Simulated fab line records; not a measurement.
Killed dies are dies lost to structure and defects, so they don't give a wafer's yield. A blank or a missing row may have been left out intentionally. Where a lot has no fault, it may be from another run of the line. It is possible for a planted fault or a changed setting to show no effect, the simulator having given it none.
Matching of chambers | flow nand-harc | NHARC_A_STAIRCASE_CMP_450 on cmp-04 has 4 sister chambers
The step polishes SiO2, target thk 200 nm. 4 wafers are shown with their chamber, then 10 later ones without.

== EACH WAFER AND ITS CHAMBER ==
wafer  | chamber | motor-current-A (A)
L089.2 | 0       | 12.4
L089.3 | 2       | 11.9
L091.1 | 1       | 11.6
L091.4 | 3       | 13.1

== WAFERS WHOSE CHAMBER IS MISSING ==
wafer  | motor-current-A (A)
L091.6 | 11.5
L092.2 | 11.1
L092.3 | 11.3
L092.5 | 10.6
L095.2 | 11.4
L095.4 | 12.0
L095.5 | 13.3
L097.2 | 12.8
L097.3 | 11.9
L097.6 | 11.3

== WHICH CHAMBER EACH ONE RAN IN ==
wafer  | from the rows above          | in truth
L091.6 | can't be placed: 1 or 2 or 0 | 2
L092.2 | can't be placed: 1 or 2 or 0 | 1
L092.3 | can't be placed: 1 or 2 or 0 | 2
L092.5 | can't be placed: 1 or 2 or 0 | 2
L095.2 | can't be placed: 1 or 2 or 0 | 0
L095.4 | can't be placed: 2 or 0 or 1 | 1
L095.5 | can't be placed: 3 or 0      | 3
L097.2 | can't be placed: 3 or 0 or 2 | 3
L097.3 | can't be placed: 2 or 1 or 0 | 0
L097.6 | can't be placed: 1 or 2 or 0 | 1
0 of 10 placed correctly. Cannot be placed on the basis of these rows: 10; the candidates contain the true chamber in 10. Wrongly placed: 0.
How it was worked out, from the rows above alone: a wafer's distance from a chamber is the root of the sum, over the readings, of the square of ((its reading less the chamber's mean) divided by the reading's scatter). If the next closest chamber is less than 2 further off than the closest, the wafer can't be placed; otherwise it belongs to the closest. Each chamber's mean is taken over the wafers shown for it. The scatter: with one shown wafer a chamber, the root of the mean of the squares of how far each hidden wafer lies from its nearest shown one.
